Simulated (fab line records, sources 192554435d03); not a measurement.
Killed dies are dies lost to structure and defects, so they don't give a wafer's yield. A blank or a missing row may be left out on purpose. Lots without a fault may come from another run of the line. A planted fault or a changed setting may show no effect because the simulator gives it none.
Which tool did it? | flow n5_finfet | 13 lots, 39 wafers sampled, at 3 steps of a route of 1938

WHAT THE GAUGES READ, wafer by wafer
N5_PASSIVATION_CD_MEAS_10: target cd 3000 nm. Usual: cd_nm 3000.8 nm, standard deviation 2.4.
lot  | measured     | on        | cd_nm (nm)           | flag
L254 | day 13 04:23 | cd_sem-01 | 2999.8 3000.6 3000.5 |
L255 | day 13 19:53 | cd_sem-03 | 2998.8 3001.5 2998.1 |
L253 | day 13 10:14 | cd_sem-03 | 3001.6 2998.5 3007.1 |
L256 | day 13 21:47 | cd_sem-02 | 2996.9 3001.4 2998.1 |
L257 | day 14 04:55 | cd_sem-03 | 3000.5 2997.4 2999.9 |
L258 | day 13 21:46 | cd_sem-02 | 2998.2 3004.4 3000.7 |
L259 | day 14 09:17 | cd_sem-03 | 3001.2 2998.7 3005.1 |
L260 | day 14 22:50 | cd_sem-03 | 2998.6 3001.5 2998.5 |
L266 | day 16 06:17 | cd_sem-03 | 2999.9 3002.4 3002.6 |
L269 | day 17 05:44 | cd_sem-01 | 2999.3 3002.0 2997.8 |
L272 | day 17 15:01 | cd_sem-01 | 2997.7 2999.4 3002.5 |
L273 | day 17 15:03 | cd_sem-03 | 2997.5 3001.8 3000.9 |
L274 | day 18 02:58 | cd_sem-03 | 3001.4 3000.0 3000.2 |

N5_PASSIVATION_OVL_MEAS_63. Usual: PAD_OVL 2 nm, standard deviation 4.9.
lot  | measured     | on         | PAD_OVL (nm) | flag
L254 | day 13 06:26 | overlay-01 | -11 -5 -9    |
L255 | day 13 22:58 | overlay-02 | -5 -11 -7    |
L253 | day 13 12:11 | overlay-01 | 1 3 5        |
L256 | day 14 00:03 | overlay-02 | 3 0 -1       |
L257 | day 14 06:35 | overlay-02 | 1 10 7       |
L258 | day 13 23:41 | overlay-02 | -1 6 4       |
L259 | day 14 11:03 | overlay-02 | 0 5 5        |
L260 | day 15 01:35 | overlay-02 | 1 10 4       |
L266 | day 16 08:22 | overlay-01 | -6 2 6       |
L269 | day 17 07:20 | overlay-02 | -2 0 0       |
L272 | day 17 16:37 | overlay-01 | -3 7 4       |
L273 | day 17 17:26 | overlay-01 | 0 2 -4       |
L274 | day 18 04:34 | overlay-01 | 4 7 6        |

WHICH TOOL RAN EACH LOT (tool, then ch and the chambers of the sampled wafers, then the start)
lot  | N5_BEOL_M0_ALD_136
L254 | ald_metal-04 ch 0,2, day 6 10:53
L255 | ald_metal-04 ch 2,3, day 6 16:28
L253 | ald_metal-03 ch 0,1, day 6 16:31
L256 | ald_metal-03 ch 1,2,3, day 6 23:56
L257 | ald_metal-03 ch 0,2, day 7 02:32
L258 | ald_metal-02 ch 0,2,3, day 7 06:21
L259 | ald_metal-02 ch 0,1, day 7 15:16
L260 | ald_metal-03 ch 0,1,2, day 7 18:10
L266 | ald_metal-03 ch 1,2,3, day 9 13:27
L269 | ald_metal-03 ch 1,2,3, day 10 01:25
L272 | ald_metal-04 ch 0,2,3, day 10 18:56
L273 | ald_metal-02 ch 1,2,3, day 10 20:50
L274 | ald_metal-04 ch 1,2,3, day 11 00:03
- N5_BEOL_M0_ALD_136: deposits TaN, pulse time 2 s, purge time 3 s, co reactant purge time 2 s.

WHAT THE TOOLS THEMSELVES READ (means of the sampled wafers that have a number; where no wafer has one, the mark that the record gives instead)
N5_BEOL_M0_ALD_136. Usual: heater_power_outer_w 237 W, standard deviation 22; heater_power_w 428 W, standard deviation 40; precursor_vessel_carrier_sccm 1000.5 sccm, standard deviation 2.8.
lot  | tool         | heater_power_outer_w (W) | heater_power_w (W) | precursor_vessel_carrier_sccm (sccm) | flag
L254 | ald_metal-04 | 234                      | 432                | 1000.4                               |
L255 | ald_metal-04 | 229                      | 432                | 1001.4                               |
L253 | ald_metal-03 | 241                      | 404                | 1000.3                               |
L256 | ald_metal-03 | 222                      | 403                | 998.0                                |
L257 | ald_metal-03 | 243                      | 408                | 1003.5                               |
L258 | ald_metal-02 | 246                      | 441                | 997.0                                |
L259 | ald_metal-02 | 226                      | 428                | 998.5                                |
L260 | ald_metal-03 | 237                      | 422                | 1001.3                               |
L266 | ald_metal-03 | 222                      | 403                | 1002.5                               |
L269 | ald_metal-03 | 219                      | 408                | 999.4                                |
L272 | ald_metal-04 | 247                      | 460                | 1002.6                               |
L273 | ald_metal-02 | 249                      | 455                | 1002.9                               |
L274 | ald_metal-04 | 236                      | 439                | 1001.3                               |

THE ANSWER, worked out from the rows above alone
Rule: a lot is off if the mean of its wafers that have a number lies more than 3 standard deviations from the usual mean. A lot without any number at a reading at which 4 lots or more have one is off too. The other lots that the step has rows for count as sound. The gauges are gone through in route order, then the tools' own readings, and for those a lot's mean is taken as printed above. The first step at which some lot is off is used, and at that step the reading that is off furthest; a lot without a number counts as furthest.
No lot is off at any reading shown: from this, nothing can be told.

WHAT THE SIMULATOR HAD PUT IN
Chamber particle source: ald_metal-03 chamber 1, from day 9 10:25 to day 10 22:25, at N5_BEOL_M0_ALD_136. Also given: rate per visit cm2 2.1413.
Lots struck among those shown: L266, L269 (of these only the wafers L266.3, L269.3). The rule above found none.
